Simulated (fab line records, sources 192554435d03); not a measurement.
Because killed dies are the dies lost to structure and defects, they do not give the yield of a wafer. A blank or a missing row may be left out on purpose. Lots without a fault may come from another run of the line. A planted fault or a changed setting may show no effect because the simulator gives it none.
Chamber matching ; flow n5_finfet ; 4 sister chambers for N5_BEOL_M7_ETCH_61 on rie_diel-06
The step etches SiARC in CF4, target depth 45.5 nm, time 75.8 s. 4 wafers are shown with their chamber, then 9 later ones without.

== WAFERS PAIRED WITH THEIR CHAMBERS ==
wafer;chamber;showerhead_plenum_p_Torr (Torr)
L084.1;2;2.19
L086.2;1;2.04
L086.4;0;2.08
L086.5;3;2.04

== WAFERS MISSING THEIR CHAMBER ==
wafer;showerhead_plenum_p_Torr (Torr)
L089.2;2.04
L089.3;2.07
L089.5;2.07
L090.2;2.03
L090.4;2.04
L090.6;2.07
L093.2;2.29
L093.4;2.07
L093.6;2.19

== THE CHAMBER EACH PASSED THROUGH ==
wafer;from the rows above;in truth
L089.2;can't be placed: 1 or 3 or 0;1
L089.3;can't be placed: 0 or 1 or 3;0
L089.5;can't be placed: 0 or 1 or 3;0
L090.2;can't be placed: 1 or 3 or 0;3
L090.4;can't be placed: 1 or 3 or 0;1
L090.6;can't be placed: 0 or 1 or 3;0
L093.2;2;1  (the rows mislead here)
L093.4;can't be placed: 0 or 1 or 3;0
L093.6;2;2
Correctly placed: 1 of 9. Unplaceable from these rows: 7, with the true chamber sitting among the candidates in 7. Number placed wrongly: 1.
How it was worked out, from the rows above alone: a wafer's distance from a chamber is the root of the sum, over the readings, of the square of ((its reading less the chamber's mean) divided by the reading's scatter). If the next closest chamber is less than 2 further off than the closest, the wafer can't be placed; otherwise it belongs to the closest. A chamber's mean is the mean of its shown wafers. The scatter: root of mean squared gap, hidden wafer to nearest shown wafer, with one shown wafer a chamber.
